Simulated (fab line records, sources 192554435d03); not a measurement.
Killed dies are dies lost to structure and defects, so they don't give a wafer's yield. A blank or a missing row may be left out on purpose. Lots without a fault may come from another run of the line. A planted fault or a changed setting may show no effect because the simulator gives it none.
Chamber matching | flow n5_finfet | N5_DUMMY_REMOVAL_STRIP_10 on rie_diel-02: 4 sister chambers
The step strips in N2/H2, time 40 s. 7 wafers are shown with their chamber, then 7 later ones without.

WAFERS WITH THEIR CHAMBER
wafer  | chamber | oes_product_au (a.u.) | temp_c (C)
L076.3 | 0       | 0.73                  | 40.05
L075.4 | 0       | 0.73                  | 40.10
L079.3 | 1       | 0.78                  | 40.14
L079.4 | 2       | 1.00                  | 39.84
L079.6 | 3       | 0.96                  | 40.01
L083.1 | 1       | 0.76                  | 40.13
L083.2 | 3       | 0.93                  | 39.86

WAFERS WITHOUT THEIR CHAMBER
wafer  | oes_product_au (a.u.) | temp_c (C)
L083.4 | 0.96                  | 40.12
L085.2 | 0.76                  | 40.08
L085.3 | 0.93                  | 39.88
L085.6 | 0.76                  | 40.01
L097.2 | 0.70                  | 40.12
L097.4 | 0.74                  | 40.16
L097.5 | 0.74                  | 40.34

WHICH CHAMBER EACH WENT THROUGH
wafer  | from the rows above     | in truth
L083.4 | 3                       | 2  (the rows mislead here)
L085.2 | can't be placed: 1 or 0 | 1
L085.3 | 3                       | 3
L085.6 | can't be placed: 1 or 0 | 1
L097.2 | 0                       | 0
L097.4 | can't be placed: 0 or 1 | 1
L097.5 | can't be placed: 1 or 0 | 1
Placed correctly: 2 of 7. Can't be placed from these rows: 4 (the true chamber is among the candidates in 4). Placed wrongly: 1.
How it was worked out, from the rows above alone: a wafer's distance from a chamber is the root of the sum, over the readings, of the square of ((its reading less the chamber's mean) divided by the reading's scatter). The wafer belongs to the nearest chamber; if the next one is less than 2 further off, it can't be placed. A chamber's mean is the mean of its shown wafers. The scatter: the root of (the sum of the squares of (reading less its chamber's mean) over the shown wafers, divided by (wafers less chambers)).
